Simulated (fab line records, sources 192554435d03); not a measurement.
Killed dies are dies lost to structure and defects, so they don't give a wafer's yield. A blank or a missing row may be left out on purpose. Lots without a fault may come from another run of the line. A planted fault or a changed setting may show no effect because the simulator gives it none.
Chamber matching | flow n5_finfet | N5_BEOL_M2_ETCH_64 on rie_diel-03: 4 sister chambers
The step etches SOC in N2/H2, target depth 75 nm, overetch 22.5 nm, time 121.9 s. 7 wafers are shown with their chamber, then 7 later ones without.

WAFERS WITH THEIR CHAMBER
wafer  | chamber | showerhead_plenum_p_Torr (Torr) | throttle_valve_pct (%)
L082.2 | 0       | 2.61                            | 17.41
L086.4 | 2       | 2.39                            | 17.63
L086.5 | 0       | 2.61                            | 17.44
L088.4 | 3       | 2.47                            | 17.62
L088.6 | 1       | 2.60                            | 18.01
L089.3 | 1       | 2.60                            | 18.00
L089.4 | 3       | 2.46                            | 17.62

WAFERS WITHOUT THEIR CHAMBER
wafer  | showerhead_plenum_p_Torr (Torr) | throttle_valve_pct (%)
L089.6 | 2.60                            | 18.02
L090.2 | 2.60                            | 17.46
L090.4 | 2.60                            | 18.03
L090.6 | 2.46                            | 17.65
L091.1 | 2.60                            | 18.03
L091.3 | 2.60                            | 17.43
L091.6 | 2.70                            | 17.25

WHICH CHAMBER EACH WENT THROUGH
wafer  | from the rows above | in truth
L089.6 | 1                   | 1
L090.2 | 0                   | 0
L090.4 | 1                   | 1
L090.6 | 3                   | 3
L091.1 | 1                   | 1
L091.3 | 0                   | 0
L091.6 | 0                   | 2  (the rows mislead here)
Placed correctly: 6 of 7. Can't be placed from these rows: 0. Placed wrongly: 1.
How it was worked out, from the rows above alone: a wafer's distance from a chamber is the root of the sum, over the readings, of the square of ((its reading less the chamber's mean) divided by the reading's scatter). The wafer belongs to the nearest chamber; if the next one is less than 2 further off, it can't be placed. A chamber's mean is the mean of its shown wafers. The scatter: the root of (the sum of the squares of (reading less its chamber's mean) over the shown wafers, divided by (wafers less chambers)).
